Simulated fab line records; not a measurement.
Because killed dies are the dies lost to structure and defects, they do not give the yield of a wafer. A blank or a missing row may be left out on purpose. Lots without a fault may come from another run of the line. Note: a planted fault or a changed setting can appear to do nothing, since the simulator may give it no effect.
The same fault as seen by 3 desks | flow n5-finfet | what lay behind the numbers comes last; until then each desk has only its own

AT THE METROLOGY DESK
What the gauges read, lot by lot, whatever tool the lot ran on: means of the sampled wafers that have a number. Any lot whose mean is over 4 standard deviations away from the usual mean is out of limits and marked OUT; that distance is given in the brackets. Only the readings that lie furthest out on some lot appear, 7 of the 10 it has.
Columns: A = IOFF_N at N5_BEOL_M4_RC_MEAS_101, usual 0.160 nA/um; B = IOFF_P at N5_BEOL_M4_RC_MEAS_101, usual 0.211 nA/um; C = ION_N at N5_BEOL_M4_RC_MEAS_101, usual 676 uA/um; D = ION_P at N5_BEOL_M4_RC_MEAS_101, usual 463 uA/um; E = SS_P at N5_BEOL_M4_RC_MEAS_101, usual 73.3 mV/dec; F = VT_N at N5_BEOL_M4_RC_MEAS_101, usual 249.3 mV; G = VT_P at N5_BEOL_M4_RC_MEAS_101, usual -250.1 mV
lot  | first seen here | A     | B     | C   | D   | E    | F     | G
L195 | day 7 19:00     | 0.153 | 0.186 | 673 | 458 | 73.3 | 249.3 | -252.6
L198 | day 8 15:43     | 0.168 | 0.227 | 674 | 466 | 74.1 | 247.7 | -246.5
L200 | day 9 00:44     | 0.152 | 0.170 | 671 | 452 | 73.9 | 251.8 | -256.3
L205 | day 11 04:47    | 0.144 | 0.191 | 674 | 461 | 73.0 | 250.2 | -249.3
L207 | day 11 06:19    | 0.157 | 0.184 | 668 | 454 | 73.4 | 250.6 | -253.4
L210 | day 11 20:47    | 0.181 | 0.265 | 687 | 473 | 73.7 | 246.4 | -245.0
L215 | day 13 08:55    | 0.134 | 0.188 | 675 | 463 | 72.3 | 250.6 | -250.7
L216 | day 13 12:47    | 0.147 | 0.212 | 670 | 464 | 73.3 | 250.4 | -249.7
L217 | day 13 20:19    | 0.177 | 0.235 | 683 | 469 | 73.9 | 248.8 | -248.5
This desk's verdict: no lot among the 9 shows anything out of limits.

DESK OF THE TOOL OWNER: pvd-sputter-02
The tool's own readings at N5_MOL_CONTACT_COAG_SPUTTER_130 (material Co, target thk 47.5 nm): means of the sampled wafers that have a number, for each lot that ran on this tool. Any lot whose mean is over 4 standard deviations away from the usual mean is out of limits and marked OUT; that distance is given in the brackets.
Columns: A = throttle-valve-pct at N5_MOL_CONTACT_COAG_SPUTTER_130, usual 30.2 %
lot  | first seen here | A
L195 | day 5 03:13     | 30.3
L207 | day 8 06:29     | 30.3
L210 | day 8 14:31     | 30.5
This desk's verdict: no lot among the 3 shows anything out of limits.

THE DEFECT DESK
Inspection counts along the route, by lot: the mean over sampled wafers that carry a number. Any lot whose mean is over 4 standard deviations away from the usual mean is out of limits and marked OUT; that distance is given in the brackets.
Columns: A = raw-defect-count at N5_MOL_CONTACT_COAG_INSPECT_10, usual 78
lot  | first seen here | A
L195 | day 4 21:20     | 46
L198 | day 5 08:59     | 45
L200 | day 5 23:02     | 79
L205 | day 7 06:57     | 119
L207 | day 7 21:08     | 107
L210 | day 8 09:07     | 71
L215 | day 9 18:18     | 86
L216 | day 9 21:07     | 55
L217 | day 10 08:37    | 95
This desk's verdict: no lot among the 9 shows anything out of limits.

PUT TOGETHER
At the metrology desk, nothing out of limits was observed.
The desk of the tool owner found nothing out of limits.
Nothing out of limits was seen by the defect desk.

WHAT WAS PUT IN BY THE SIMULATOR
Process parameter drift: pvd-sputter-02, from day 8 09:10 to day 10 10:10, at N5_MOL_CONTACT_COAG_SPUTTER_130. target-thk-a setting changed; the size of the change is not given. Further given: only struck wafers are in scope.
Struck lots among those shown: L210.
